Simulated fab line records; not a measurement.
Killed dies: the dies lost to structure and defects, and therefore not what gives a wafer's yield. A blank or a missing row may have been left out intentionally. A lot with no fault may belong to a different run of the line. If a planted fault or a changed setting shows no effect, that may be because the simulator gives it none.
Matching of chambers ; flow n5_finfet ; ald_hk-03 running N5_HKMG_FIN_ALD_74: 4 sister chambers
The step deposits La2O3, target thk 0.5 nm, pulse time 6 s, co reactant pulse time 1 s. 4 wafers are shown with their chamber, then 9 later ones without.

WAFERS WITH THEIR CHAMBER
wafer;chamber;heater_power_w (W)
L080.4;3;342
L086.1;0;378
L086.2;2;335
L086.3;1;352

WAFERS WITHOUT THEIR CHAMBER
wafer;heater_power_w (W)
L086.4;339
L086.5;384
L086.6;327
L087.4;342
L087.5;382
L087.6;342
L095.3;375
L095.5;378
L095.6;345

CHAMBER TAKEN BY EACH
wafer;from the rows above;in truth
L086.4;can't be placed: 3 or 2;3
L086.5;0;0
L086.6;can't be placed: 2 or 3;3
L087.4;can't be placed: 3 or 2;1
L087.5;0;0
L087.6;can't be placed: 3 or 2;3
L095.3;0;0
L095.5;0;0
L095.6;can't be placed: 3 or 1 or 2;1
Correctly placed: 4 of 9. Not placeable from these rows: 5 (in 4, the candidates include the true chamber). Number placed wrongly: 0.
How it was worked out, from the rows above alone: a wafer's distance from a chamber is the root of the sum, over the readings, of the square of ((its reading less the chamber's mean) divided by the reading's scatter). The wafer belongs to the nearest chamber; if the next one is less than 2 further off, it can't be placed. A chamber's mean is the mean of its shown wafers. The scatter (one wafer shown for each chamber): square how far every hidden wafer sits from the nearest shown wafer, average those squares and take the square root.
